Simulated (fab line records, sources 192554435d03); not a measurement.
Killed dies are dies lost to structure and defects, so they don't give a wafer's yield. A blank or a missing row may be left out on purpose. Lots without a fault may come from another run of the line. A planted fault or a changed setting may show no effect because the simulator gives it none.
Problem report in the 8D (eight disciplines) form, filled by code | flow n5_finfet | the parts of the form that need people (team, actions taken, sign-off) are left out

1. THE PROBLEM
rf_fwd_power_W at N5_MIM_BOT_ETCH_ETCH_03 reads a mean of 603.2 W on 3 wafers of 2 lots; wafers without a fault read 793.1 W with a standard deviation of 2.9. That is -65 standard deviations from the usual mean.
The step: etches the open film in Cl2/BCl3, target depth 12 nm.
First seen on wafer L973.4, day 15 12:37, on rie_metal-02. The record holds 18 wafers of 6 lots with a number at this step. Rule for "out", or "out of limits": more than 4 standard deviations from the usual mean. The other wafers with a number count as sound.

2. WHAT IT IS AND WHAT IT IS NOT
question                    | is                     | is not
which readings at this step | rf_fwd_power_W         | drypump_motor_current_A, throttle_valve_pct
which lots                  | L973, L974             | L957, L958, L975, L980
which wafers of those lots  | L973.4, L974.1, L974.5 | L973.3, L973.6, L974.6
read on which tools         | rie_metal-02           | rie_metal-01, rie_metal-03
when                        | from day 15 12:37      | up to then (8 sound wafers); but 7 sound wafers of L974, L975, L980 came after

3. SUSPECTS, AND WHAT RULES EACH OUT
Counting: a tool at a process step up to the reading stays a suspect if it ran every lot that is out. Sound lots after the first of them don't rule it out here, since some wafers of a struck lot are sound.
- rie_diel-04 at N5_MIM_BOT_LITHO_DESCUM_10 (chemistry O2, time 7.9 s): kept. It ran every lot that is out, first L973 (day 15 12:25); its last sound lot up to then is L958 (day 12 11:50).
- rie_diel-04 at N5_MIM_BOT_ETCH_ETCH_04 (etches SiNx in CF4/O2, target depth 26 nm, time 13 s): kept. It ran every lot that is out, first L973 (day 15 12:29); its last sound lot up to then is L958 (day 12 11:53).
- rie_metal-02 at N5_MIM_BOT_ETCH_ETCH_03 (etches the open film in Cl2/BCl3, target depth 12 nm): kept. It ran every lot that is out, first L973 (day 15 12:37); its last sound lot up to then is L958 (day 12 11:59). Its own readings are out on those wafers: rf_fwd_power_W.
- Within rie_metal-02 at N5_MIM_BOT_ETCH_ETCH_03: the wafers that are out ran in chamber 1; their sound lot-mates ran in chamber 0.
Left after counting: rie_diel-04 at N5_MIM_BOT_LITHO_DESCUM_10, rie_diel-04 at N5_MIM_BOT_ETCH_ETCH_04, rie_metal-02 at N5_MIM_BOT_ETCH_ETCH_03.

4. THE CAUSE (what the simulator had put in)
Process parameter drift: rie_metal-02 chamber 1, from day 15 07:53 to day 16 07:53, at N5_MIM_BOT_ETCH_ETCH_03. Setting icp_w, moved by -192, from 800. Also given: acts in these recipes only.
Counting left 3 suspects, and this tool is among them.

5. THE CHAIN OF EFFECTS, in route order
Each row: a reading whose mean over the struck wafers that have a number lies more than 3 standard deviations from the usual. Only readings for which the record gives a usual standard deviation are gone through. hours: the time from each lot's start at the first step in this table that gives one to its start at this step, as a median over the lots. sigmas: the change in usual standard deviations.
hours | step                    | reading        | usual   | on struck wafers | change | sigmas
0     | N5_MIM_BOT_ETCH_ETCH_03 | rf_fwd_power_W | 793.1 W | 603.2            | -189.9 | -65
The process steps in it:
- N5_MIM_BOT_ETCH_ETCH_03: etches the open film in Cl2/BCl3, target depth 12 nm.

6. WHAT WOULD HAVE CAUGHT IT SOONER
In this record the first reading out of limits was taken at day 15 12:37, 5 hours after the fault began at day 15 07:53.
